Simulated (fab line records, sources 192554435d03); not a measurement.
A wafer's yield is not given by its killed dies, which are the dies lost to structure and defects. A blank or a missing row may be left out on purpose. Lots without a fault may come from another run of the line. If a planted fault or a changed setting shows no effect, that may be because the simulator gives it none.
Matching of chambers ; flow n5Finfet ; 3 sister chambers for N5_BEOL_M0_CO_CAP_123 on cvdCo-01
The step material Co, precursor CCTBA/H2, target thk 2 nm, time 102.1 s. 22 wafers are shown with their chamber, then 11 later ones without.

EACH WAFER AND ITS CHAMBER
wafer;chamber;heaterPowerW (W)
L074.1;0;212
L074.2;2;217
L074.4;0;211
L076.1;0;207
L076.2;2;218
L076.4;2;219
L080.1;0;211
L080.2;2;220
L080.4;2;221
L083.1;0;211
L083.2;2;217
L083.5;0;213
L086.1;0;210
L086.4;2;216
L086.5;1;237
L087.1;1;237
L087.4;1;235
L087.5;2;218
L088.1;1;233
L088.3;0;208
L088.6;0;210
L092.2;2;219

SIGNATURES (averages over the wafers above)
reading;chamber 0;chamber 1;chamber 2;scatter within a chamber
heaterPowerW;210.33;235.50;218.33;1.76
Rule: distance of a wafer from a chamber = root of the sum over the readings of ((wafer's reading minus chamber's mean) / reading's scatter) squared. The wafer belongs to the nearest chamber; if the next one is less than 2 further off, it can't be placed. How the scatter is found: for the shown wafers, subtract from each reading the mean of its chamber, square and add these, divide the total by (wafers less chambers), then take the root.

WAFERS WITH NO CHAMBER GIVEN
wafer;heaterPowerW (W)
L092.4;229
L092.5;227
L093.1;242
L093.5;235
L093.6;213
L095.1;210
L095.3;237
L095.5;217
L097.2;210
L097.3;235
L097.4;219

CHAMBER TAKEN BY EACH
wafer;from the rows above;in truth
L092.4;1;1
L092.5;can't be placed: 1 or 2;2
L093.1;1;1
L093.5;1;1
L093.6;can't be placed: 0 or 2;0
L095.1;0;0
L095.3;1;1
L095.5;2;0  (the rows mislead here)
L097.2;0;0
L097.3;1;1
L097.4;2;2
Correct placement for 8 of the 11. Cannot be placed on the basis of these rows: 2; the candidates contain the true chamber in 2. Placed wrongly: 1.
